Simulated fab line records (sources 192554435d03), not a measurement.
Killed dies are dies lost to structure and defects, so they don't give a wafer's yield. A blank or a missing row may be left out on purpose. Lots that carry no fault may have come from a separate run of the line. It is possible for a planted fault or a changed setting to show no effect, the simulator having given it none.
8D (eight disciplines) problem report, filled in by code    flow n5Finfet    the parts of the form that need people (team, actions taken, sign-off) are left out

## 1. THE ISSUE
At N5_BEOL_M10_COAT_63, spinSpeedRpm averages 1293.2 rpm over 6 wafers from 2 lots, while fault-free wafers read 1500.1 rpm, standard deviation 1.2. That is -99 or more standard deviations from the usual mean.
The step: time 60 s, resist thk 100 nm.
Earliest sighting: wafer L572.2 on lithoTrack-05 at day 10 14:29. Wafers with a number at this step in the record: 12, from 4 lots. Rule for "out", or "out of limits": more than 4 standard deviations from the usual mean. All remaining wafers that have a number are taken as sound.

## 2. WHAT IT IS AND WHAT IT IS NOT
question                     is                      is not
which readings at this step  spinSpeedRpm            plateTempC
which lots                   L572, L573              L571, L588
which wafers of those lots   all that have a number  -
read on which tools          lithoTrack-05           lithoTrack-02
when                         from day 10 14:29       up to then (3 sound wafers); but 3 sound wafers of L588 came after

## 3. WHAT RULES OUT EACH SUSPECT
Counting: a tool at any process step up to the reading remains a suspect when it ran all the lots that are out and ran no sound lot after the first of those.
- lithoTrack-05 at N5_BEOL_M10_COAT_63 (time 60 s, resist thk 100 nm): kept. All lots that are out passed through it, beginning with L572 at day 10 14:29, and no sound lot followed; its final sound lot before that point was L571 at day 10 13:20. Out on those wafers are its own readings of spinSpeedRpm.
Remaining after the count: lithoTrack-05 at N5_BEOL_M10_COAT_63.

## 4. THE CAUSE (what the simulator had put in)
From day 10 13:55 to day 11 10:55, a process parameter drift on lithoTrack-05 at N5_BEOL_M10_COAT_63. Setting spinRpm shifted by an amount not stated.
Only this tool survived the counting.

## 5. THE CHAIN OF EFFECTS, in route order
Each row: a reading where the mean over the struck wafers with a number is more than 3 standard deviations away from the usual. Only readings for which the record gives a usual standard deviation are gone through. hours: the time from each lot's start at the first step in this table that gives one to its start at this step, as a median over the lots. sigmas: the change in usual standard deviations.
hours  step                 reading       usual       on struck wafers  change  sigmas
0      N5_BEOL_M10_COAT_63  spinSpeedRpm  1500.1 rpm  1293.2            -206.9  -99 or more
Its process steps:
- N5_BEOL_M10_COAT_63: time 60 s, resist thk 100 nm.

## 6. WHAT WOULD HAVE CAUGHT IT SOONER
In this record the first reading out of limits was taken at day 10 14:29, 1 hour after the fault began at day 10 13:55.
